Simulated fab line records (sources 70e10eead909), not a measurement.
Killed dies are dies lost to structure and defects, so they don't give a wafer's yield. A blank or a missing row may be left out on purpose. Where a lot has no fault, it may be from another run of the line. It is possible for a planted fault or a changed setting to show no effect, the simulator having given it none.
Which tool did it? / flow nand-harc / Sampling: 12 lots, 32 wafers, 6 of 1159 route steps

== WHAT EACH GAUGE READ, for each wafer ==
NHARC_END_SORT_01. Usual: killed-at-array 27, standard deviation 11; killed-at-other 0.7, standard deviation 0.93; killed-at-periphery 2.9, standard deviation 1.9; killed-dies 30, standard deviation 11; killed-open 3.1, standard deviation 1.7; killed-short 1.9, standard deviation 1.3.
lot=L399; measured=day 23 08:01; on=prober-01; killed-at-array=23; killed-at-other=0; killed-at-periphery=0; killed-dies=23; killed-open=1; killed-short=3; flag=

== EACH LOT AND THE TOOL THAT RAN IT (in order: tool; ch and the chambers of the sampled wafers; start) ==
lot=L388; NHARC_A_CHANNEL_HOLE_D1_ETCH_20=har-etch-02 ch 0,1, day 8 21:16; NHARC_A_CHANNEL_HOLE_D1_ETCH_22=har-etch-02 ch 0,1, day 8 22:06; NHARC_A_CHANNEL_HOLE_D1_ETCH_33=har-etch-02 ch 0,1, day 9 01:06; NHARC_A_CHANNEL_HOLE_D1_XSEM_31=xsem-02 ch 0, day 9 03:07; NHARC_A_CHANNEL_FILL_D1_ALD_02=ald-hk-01 ch 1,2,3, day 9 03:25
lot=L389; NHARC_A_CHANNEL_HOLE_D1_ETCH_20=har-etch-02 ch 0,1, day 9 06:04; NHARC_A_CHANNEL_HOLE_D1_ETCH_22=har-etch-02 ch 0,1, day 9 06:55; NHARC_A_CHANNEL_HOLE_D1_ETCH_33=har-etch-02 ch 0,1, day 9 09:54; NHARC_A_CHANNEL_HOLE_D1_XSEM_31=xsem-01 ch 0, day 9 11:29; NHARC_A_CHANNEL_FILL_D1_ALD_02=ald-hk-04 ch 0,2,3, day 9 11:55
lot=L390; NHARC_A_CHANNEL_HOLE_D1_ETCH_20=har-etch-01 ch 0,1, day 9 12:32; NHARC_A_CHANNEL_HOLE_D1_ETCH_22=har-etch-01 ch 0,1, day 9 13:17; NHARC_A_CHANNEL_HOLE_D1_ETCH_33=har-etch-01 ch 0,1, day 9 16:24; NHARC_A_CHANNEL_HOLE_D1_XSEM_31=xsem-02 ch 0, day 9 18:02; NHARC_A_CHANNEL_FILL_D1_ALD_02=ald-hk-01 ch 1,2, day 9 18:25
lot=L391; NHARC_A_CHANNEL_HOLE_D1_ETCH_20=har-etch-02 ch 0,1, day 9 12:41; NHARC_A_CHANNEL_HOLE_D1_ETCH_22=har-etch-02 ch 0,1, day 9 13:26; NHARC_A_CHANNEL_HOLE_D1_ETCH_33=har-etch-02 ch 0,1, day 9 16:32; NHARC_A_CHANNEL_HOLE_D1_XSEM_31=xsem-01 ch 0, day 9 18:10; NHARC_A_CHANNEL_FILL_D1_ALD_02=ald-hk-01 ch 0,2,3, day 9 18:50
lot=L394; NHARC_A_CHANNEL_HOLE_D1_ETCH_20=har-etch-02 ch 0,1, day 10 16:12; NHARC_A_CHANNEL_HOLE_D1_ETCH_22=har-etch-02 ch 0,1, day 10 21:21; NHARC_A_CHANNEL_HOLE_D1_ETCH_33=har-etch-02 ch 0,1, day 11 00:25; NHARC_A_CHANNEL_HOLE_D1_XSEM_31=xsem-01 ch 0, day 11 02:11; NHARC_A_CHANNEL_FILL_D1_ALD_02=ald-hk-04 ch 1,3, day 11 02:34
lot=L395; NHARC_A_CHANNEL_HOLE_D1_ETCH_20=har-etch-01 ch 0,1, day 10 17:01; NHARC_A_CHANNEL_HOLE_D1_ETCH_22=har-etch-01 ch 0,1, day 10 17:46; NHARC_A_CHANNEL_HOLE_D1_ETCH_33=har-etch-01 ch 0,1, day 10 20:54; NHARC_A_CHANNEL_HOLE_D1_XSEM_31=xsem-02 ch 0, day 10 22:41; NHARC_A_CHANNEL_FILL_D1_ALD_02=ald-hk-01 ch 0,3, day 10 23:04
lot=L399; NHARC_A_CHANNEL_HOLE_D1_ETCH_20=har-etch-01 ch 1, day 12 07:39; NHARC_A_CHANNEL_HOLE_D1_ETCH_22=har-etch-01 ch 1, day 12 08:32; NHARC_A_CHANNEL_HOLE_D1_ETCH_33=har-etch-01 ch 1, day 12 11:26; NHARC_A_CHANNEL_HOLE_D1_XSEM_31=xsem-01 ch 0, day 12 12:59; NHARC_A_CHANNEL_FILL_D1_ALD_02=ald-hk-01 ch 2, day 12 14:47
lot=L402; NHARC_A_CHANNEL_HOLE_D1_ETCH_20=har-etch-01 ch 0,1, day 12 11:43; NHARC_A_CHANNEL_HOLE_D1_ETCH_22=har-etch-01 ch 0,1, day 12 12:31; NHARC_A_CHANNEL_HOLE_D1_ETCH_33=har-etch-01 ch 0,1, day 12 15:34; NHARC_A_CHANNEL_HOLE_D1_XSEM_31=xsem-02 ch 0, day 12 17:10; NHARC_A_CHANNEL_FILL_D1_ALD_02=ald-hk-01 ch 0,1,3, day 12 19:28
lot=L405; NHARC_A_CHANNEL_HOLE_D1_ETCH_20=har-etch-02 ch 0,1, day 13 04:22; NHARC_A_CHANNEL_HOLE_D1_ETCH_22=har-etch-02 ch 0,1, day 13 05:13; NHARC_A_CHANNEL_HOLE_D1_ETCH_33=har-etch-02 ch 0,1, day 13 08:12; NHARC_A_CHANNEL_HOLE_D1_XSEM_31=xsem-02 ch 0, day 13 09:47; NHARC_A_CHANNEL_FILL_D1_ALD_02=ald-hk-04 ch 0,1,3, day 13 10:17
lot=L404; NHARC_A_CHANNEL_HOLE_D1_ETCH_20=har-etch-01 ch 1, day 13 05:49; NHARC_A_CHANNEL_HOLE_D1_ETCH_22=har-etch-01 ch 1, day 13 06:37; NHARC_A_CHANNEL_HOLE_D1_ETCH_33=har-etch-01 ch 1, day 13 09:38; NHARC_A_CHANNEL_HOLE_D1_XSEM_31=xsem-01 ch 0, day 13 11:14; NHARC_A_CHANNEL_FILL_D1_ALD_02=ald-hk-01 ch 2, day 13 22:49
lot=L408; NHARC_A_CHANNEL_HOLE_D1_ETCH_20=har-etch-02 ch 0,1, day 14 03:37; NHARC_A_CHANNEL_HOLE_D1_ETCH_22=har-etch-02 ch 0,1, day 14 04:28; NHARC_A_CHANNEL_HOLE_D1_ETCH_33=har-etch-02 ch 0,1, day 14 07:28; NHARC_A_CHANNEL_HOLE_D1_XSEM_31=xsem-02 ch 0, day 14 09:02; NHARC_A_CHANNEL_FILL_D1_ALD_02=ald-hk-01 ch 1,2,3, day 14 09:20
lot=L407; NHARC_A_CHANNEL_HOLE_D1_ETCH_20=har-etch-02 ch 0,1, day 14 07:48; NHARC_A_CHANNEL_HOLE_D1_ETCH_22=har-etch-02 ch 0,1, day 14 08:38; NHARC_A_CHANNEL_HOLE_D1_ETCH_33=har-etch-02 ch 0,1, day 14 11:38; NHARC_A_CHANNEL_HOLE_D1_XSEM_31=xsem-01 ch 0, day 14 13:13; NHARC_A_CHANNEL_FILL_D1_ALD_02=ald-hk-02 ch 0,1,2, day 14 16:31
- NHARC_A_CHANNEL_HOLE_D1_ETCH_20: etches the open film in C4F8/O2/Ar, time 361.9 s, target depth 1600 nm.
- NHARC_A_CHANNEL_HOLE_D1_ETCH_22: etches the open film in C4F8/O2/Ar, time 666.7 s, target depth 1600 nm.
- NHARC_A_CHANNEL_HOLE_D1_ETCH_33: etches the open film in C4F8/O2/Ar, time 90 s, target depth 400 nm.
- NHARC_A_CHANNEL_HOLE_D1_XSEM_31
- NHARC_A_CHANNEL_FILL_D1_ALD_02: deposits SiO2, target thk 6 nm, pulse time 10 s, ald cycles 60.

== WHAT THE TOOLS THEMSELVES READ (means of the sampled wafers that have a number; where no wafer has one, the mark that the record gives instead) ==
NHARC_A_CHANNEL_HOLE_D1_ETCH_20. Usual: drypump-motor-current-A 6.0 A, standard deviation 0.39; o2-flow-sccm 35.71 sccm, standard deviation 0.1; showerhead-plenum-p-Torr 3.83 Torr, standard deviation 0.046; throttle-valve-pct 32.156 %, standard deviation 0.0099.
lot=L388; tool=har-etch-02; drypump-motor-current-A (A)=5.7; o2-flow-sccm (sccm)=35.73; showerhead-plenum-p-Torr (Torr)=3.87; throttle-valve-pct (%)=32.169; flag=
lot=L389; tool=har-etch-02; drypump-motor-current-A (A)=6.0; o2-flow-sccm (sccm)=35.73; showerhead-plenum-p-Torr (Torr)=3.87; throttle-valve-pct (%)=32.145; flag=
lot=L390; tool=har-etch-01; drypump-motor-current-A (A)=6.4; o2-flow-sccm (sccm)=35.63; showerhead-plenum-p-Torr (Torr)=3.78; throttle-valve-pct (%)=32.157; flag=
lot=L391; tool=har-etch-02; drypump-motor-current-A (A)=5.7; o2-flow-sccm (sccm)=35.76; showerhead-plenum-p-Torr (Torr)=3.87; throttle-valve-pct (%)=32.162; flag=
lot=L394; tool=har-etch-02; drypump-motor-current-A (A)=5.7; o2-flow-sccm (sccm)=35.72; showerhead-plenum-p-Torr (Torr)=3.86; throttle-valve-pct (%)=32.157; flag=
lot=L395; tool=har-etch-01; drypump-motor-current-A (A)=6.4; o2-flow-sccm (sccm)=35.66; showerhead-plenum-p-Torr (Torr)=3.77; throttle-valve-pct (%)=32.165; flag=
lot=L399; tool=har-etch-01; drypump-motor-current-A (A)=6.2; o2-flow-sccm (sccm)=35.46; showerhead-plenum-p-Torr (Torr)=3.80; throttle-valve-pct (%)=32.158; flag=
lot=L402; tool=har-etch-01; drypump-motor-current-A (A)=6.3; o2-flow-sccm (sccm)=35.71; showerhead-plenum-p-Torr (Torr)=3.78; throttle-valve-pct (%)=32.155; flag=
lot=L405; tool=har-etch-02; drypump-motor-current-A (A)=5.7; o2-flow-sccm (sccm)=35.66; showerhead-plenum-p-Torr (Torr)=3.85; throttle-valve-pct (%)=32.155; flag=
lot=L404; tool=har-etch-01; drypump-motor-current-A (A)=6.2; o2-flow-sccm (sccm)=35.67; showerhead-plenum-p-Torr (Torr)=3.80; throttle-valve-pct (%)=32.132; flag=
lot=L408; tool=har-etch-02; drypump-motor-current-A (A)=6.0; o2-flow-sccm (sccm)=35.73; showerhead-plenum-p-Torr (Torr)=3.84; throttle-valve-pct (%)=32.155; flag=
lot=L407; tool=har-etch-02; drypump-motor-current-A (A)=6.0; o2-flow-sccm (sccm)=35.73; showerhead-plenum-p-Torr (Torr)=3.84; throttle-valve-pct (%)=32.148; flag=

NHARC_A_CHANNEL_HOLE_D1_ETCH_22. Usual: drypump-motor-current-A 6.0 A, standard deviation 0.39; o2-flow-sccm 35.71 sccm, standard deviation 0.1; showerhead-plenum-p-Torr 3.83 Torr, standard deviation 0.046; throttle-valve-pct 32.155 %, standard deviation 0.0092.
lot=L388; tool=har-etch-02; drypump-motor-current-A (A)=5.7; o2-flow-sccm (sccm)=35.68; showerhead-plenum-p-Torr (Torr)=3.87; throttle-valve-pct (%)=32.158; flag=
lot=L389; tool=har-etch-02; drypump-motor-current-A (A)=6.0; o2-flow-sccm (sccm)=35.72; showerhead-plenum-p-Torr (Torr)=3.87; throttle-valve-pct (%)=32.154; flag=
lot=L390; tool=har-etch-01; drypump-motor-current-A (A)=6.4; o2-flow-sccm (sccm)=35.76; showerhead-plenum-p-Torr (Torr)=3.77; throttle-valve-pct (%)=32.156; flag=
lot=L391; tool=har-etch-02; drypump-motor-current-A (A)=5.7; o2-flow-sccm (sccm)=35.72; showerhead-plenum-p-Torr (Torr)=3.87; throttle-valve-pct (%)=32.152; flag=
lot=L394; tool=har-etch-02; drypump-motor-current-A (A)=5.7; o2-flow-sccm (sccm)=35.63; showerhead-plenum-p-Torr (Torr)=3.86; throttle-valve-pct (%)=32.150; flag=
lot=L395; tool=har-etch-01; drypump-motor-current-A (A)=6.4; o2-flow-sccm (sccm)=35.71; showerhead-plenum-p-Torr (Torr)=3.77; throttle-valve-pct (%)=32.159; flag=
lot=L399; tool=har-etch-01; drypump-motor-current-A (A)=6.3; o2-flow-sccm (sccm)=35.83; showerhead-plenum-p-Torr (Torr)=3.80; throttle-valve-pct (%)=32.143; flag=
lot=L402; tool=har-etch-01; drypump-motor-current-A (A)=6.3; o2-flow-sccm (sccm)=35.74; showerhead-plenum-p-Torr (Torr)=3.78; throttle-valve-pct (%)=32.152; flag=
lot=L405; tool=har-etch-02; drypump-motor-current-A (A)=5.7; o2-flow-sccm (sccm)=35.64; showerhead-plenum-p-Torr (Torr)=3.85; throttle-valve-pct (%)=32.158; flag=
lot=L404; tool=har-etch-01; drypump-motor-current-A (A)=6.2; o2-flow-sccm (sccm)=35.72; showerhead-plenum-p-Torr (Torr)=3.80; throttle-valve-pct (%)=32.146; flag=
lot=L408; tool=har-etch-02; drypump-motor-current-A (A)=6.0; o2-flow-sccm (sccm)=35.74; showerhead-plenum-p-Torr (Torr)=3.84; throttle-valve-pct (%)=32.153; flag=
lot=L407; tool=har-etch-02; drypump-motor-current-A (A)=6.0; o2-flow-sccm (sccm)=35.59; showerhead-plenum-p-Torr (Torr)=3.84; throttle-valve-pct (%)=32.147; flag=

NHARC_A_CHANNEL_HOLE_D1_ETCH_33. Usual: drypump-motor-current-A 6.0 A, standard deviation 0.39; o2-flow-sccm 83.30 sccm, standard deviation 0.22; rf-fwd-power-W 1986 W, standard deviation 5.4; showerhead-plenum-p-Torr 3.87 Torr, standard deviation 0.048; throttle-valve-pct 27.620 %, standard deviation 0.0083.
lot=L388; tool=har-etch-02; drypump-motor-current-A (A)=5.7; o2-flow-sccm (sccm)=83.48; rf-fwd-power-W (W)=1980; showerhead-plenum-p-Torr (Torr)=3.92; throttle-valve-pct (%)=27.621; flag=
lot=L389; tool=har-etch-02; drypump-motor-current-A (A)=6.0; o2-flow-sccm (sccm)=83.39; rf-fwd-power-W (W)=1985; showerhead-plenum-p-Torr (Torr)=3.91; throttle-valve-pct (%)=27.622; flag=
lot=L390; tool=har-etch-01; drypump-motor-current-A (A)=6.4; o2-flow-sccm (sccm)=83.26; rf-fwd-power-W (W)=1990; showerhead-plenum-p-Torr (Torr)=3.81; throttle-valve-pct (%)=27.616; flag=
lot=L391; tool=har-etch-02; drypump-motor-current-A (A)=5.7; o2-flow-sccm (sccm)=83.26; rf-fwd-power-W (W)=1983; showerhead-plenum-p-Torr (Torr)=3.91; throttle-valve-pct (%)=27.626; flag=
lot=L394; tool=har-etch-02; drypump-motor-current-A (A)=5.7; o2-flow-sccm (sccm)=83.34; rf-fwd-power-W (W)=1986; showerhead-plenum-p-Torr (Torr)=3.90; throttle-valve-pct (%)=27.622; flag=
lot=L395; tool=har-etch-01; drypump-motor-current-A (A)=6.4; o2-flow-sccm (sccm)=83.41; rf-fwd-power-W (W)=1980; showerhead-plenum-p-Torr (Torr)=3.81; throttle-valve-pct (%)=27.618; flag=
lot=L399; tool=har-etch-01; drypump-motor-current-A (A)=6.2; o2-flow-sccm (sccm)=83.48; rf-fwd-power-W (W)=1997; showerhead-plenum-p-Torr (Torr)=3.85; throttle-valve-pct (%)=27.619; flag=
lot=L402; tool=har-etch-01; drypump-motor-current-A (A)=6.3; o2-flow-sccm (sccm)=83.28; rf-fwd-power-W (W)=1987; showerhead-plenum-p-Torr (Torr)=3.82; throttle-valve-pct (%)=27.622; flag=
lot=L405; tool=har-etch-02; drypump-motor-current-A (A)=5.7; o2-flow-sccm (sccm)=83.57; rf-fwd-power-W (W)=1982; showerhead-plenum-p-Torr (Torr)=3.89; throttle-valve-pct (%)=27.618; flag=
lot=L404; tool=har-etch-01; drypump-motor-current-A (A)=6.2; o2-flow-sccm (sccm)=83.20; rf-fwd-power-W (W)=1985; showerhead-plenum-p-Torr (Torr)=3.84; throttle-valve-pct (%)=27.641; flag=
lot=L408; tool=har-etch-02; drypump-motor-current-A (A)=6.0; o2-flow-sccm (sccm)=83.21; rf-fwd-power-W (W)=1985; showerhead-plenum-p-Torr (Torr)=3.88; throttle-valve-pct (%)=27.619; flag=
lot=L407; tool=har-etch-02; drypump-motor-current-A (A)=6.0; o2-flow-sccm (sccm)=83.28; rf-fwd-power-W (W)=1981; showerhead-plenum-p-Torr (Torr)=3.88; throttle-valve-pct (%)=27.623; flag=

NHARC_A_CHANNEL_HOLE_D1_XSEM_31. Usual: bot-cd-nm 74.6 nm, standard deviation 1.1; bow-nm 8.7 nm, standard deviation 0.33; tilt-deg 0.07 degrees, standard deviation 0.037.
lot=L388; tool=xsem-02; bot-cd-nm (nm)=75.2; bow-nm (nm)=8.6; tilt-deg (degrees)=0.08; flag=
lot=L389; tool=xsem-01; bot-cd-nm (nm)=74.9; bow-nm (nm)=8.3; tilt-deg (degrees)=0.09; flag=
lot=L390; tool=xsem-02; bot-cd-nm (nm)=73.2; bow-nm (nm)=9.2; tilt-deg (degrees)=0.02; flag=
lot=L391; tool=xsem-01; bot-cd-nm (nm)=76.4; bow-nm (nm)=9.1; tilt-deg (degrees)=0.05; flag=
lot=L394; tool=xsem-01; bot-cd-nm (nm)=75.0; bow-nm (nm)=8.9; tilt-deg (degrees)=0.08; flag=
lot=L395; tool=xsem-02; bot-cd-nm (nm)=73.6; bow-nm (nm)=8.3; tilt-deg (degrees)=0.02; flag=
lot=L399; tool=xsem-01; bot-cd-nm (nm)=75.4; bow-nm (nm)=12.2; tilt-deg (degrees)=0.18; flag=OFF
lot=L402; tool=xsem-02; bot-cd-nm (nm)=75.3; bow-nm (nm)=10.9; tilt-deg (degrees)=0.10; flag=OFF
lot=L405; tool=xsem-02; bot-cd-nm (nm)=73.4; bow-nm (nm)=8.5; tilt-deg (degrees)=0.10; flag=
lot=L404; tool=xsem-01; bot-cd-nm (nm)=74.5; bow-nm (nm)=11.3; tilt-deg (degrees)=0.08; flag=OFF
lot=L408; tool=xsem-02; bot-cd-nm (nm)=74.1; bow-nm (nm)=8.8; tilt-deg (degrees)=0.03; flag=
lot=L407; tool=xsem-01; bot-cd-nm (nm)=74.8; bow-nm (nm)=8.4; tilt-deg (degrees)=0.10; flag=

NHARC_A_CHANNEL_FILL_D1_ALD_02. Usual: heater-power-w 468 W, standard deviation 61; precursor-pulse-height-rel 1.000, standard deviation 0.018.
lot=L388; tool=ald-hk-01; heater-power-w (W)=459; precursor-pulse-height-rel=1.020; flag=
lot=L389; tool=ald-hk-04; heater-power-w (W)=490; precursor-pulse-height-rel=1.010; flag=
lot=L390; tool=ald-hk-01; heater-power-w (W)=450; precursor-pulse-height-rel=1.013; flag=
lot=L391; tool=ald-hk-01; heater-power-w (W)=479; precursor-pulse-height-rel=1.016; flag=
lot=L394; tool=ald-hk-04; heater-power-w (W)=504; precursor-pulse-height-rel=0.996; flag=
lot=L395; tool=ald-hk-01; heater-power-w (W)=459; precursor-pulse-height-rel=1.001; flag=
lot=L399; tool=ald-hk-01; heater-power-w (W)=547; precursor-pulse-height-rel=0.999; flag=
lot=L402; tool=ald-hk-01; heater-power-w (W)=443; precursor-pulse-height-rel=1.011; flag=
lot=L405; tool=ald-hk-04; heater-power-w (W)=465; precursor-pulse-height-rel=1.002; flag=
lot=L404; tool=ald-hk-01; heater-power-w (W)=534; precursor-pulse-height-rel=0.996; flag=
lot=L408; tool=ald-hk-01; heater-power-w (W)=475; precursor-pulse-height-rel=0.972; flag=
lot=L407; tool=ald-hk-02; heater-power-w (W)=432; precursor-pulse-height-rel=0.988; flag=

== THE ANSWER, worked out from the rows above alone ==
Rule: take the mean of a lot's wafers that have a number; if it is more than 3 standard deviations from the usual mean, the lot is off. A lot without any number at a reading at which 4 lots or more have one is off too. Any other lot the step has rows for is counted as sound. After the gauges, taken in route order, come the tools' own readings; for these a lot's mean is taken, as printed above. At the first step where some lot is off, the reading lying furthest off is the one used; lots without a number count as furthest.
Off: L399, L402, L404, at NHARC_A_CHANNEL_HOLE_D1_XSEM_31 (bow-nm).
A tool fits if, at that step or a process step before it, it ran every lot that is off, and no sound lot after the first of them. One candidate fits, namely har-etch-01 at NHARC_A_CHANNEL_HOLE_D1_ETCH_20 and NHARC_A_CHANNEL_HOLE_D1_ETCH_22 and NHARC_A_CHANNEL_HOLE_D1_ETCH_33. At NHARC_A_CHANNEL_HOLE_D1_ETCH_20 its last sound lot is L395 (day 10 17:01), its first lot that is off L399 (day 12 07:39): a fault that began between those two fits.

== WHAT THE SIMULATOR PUT IN ==
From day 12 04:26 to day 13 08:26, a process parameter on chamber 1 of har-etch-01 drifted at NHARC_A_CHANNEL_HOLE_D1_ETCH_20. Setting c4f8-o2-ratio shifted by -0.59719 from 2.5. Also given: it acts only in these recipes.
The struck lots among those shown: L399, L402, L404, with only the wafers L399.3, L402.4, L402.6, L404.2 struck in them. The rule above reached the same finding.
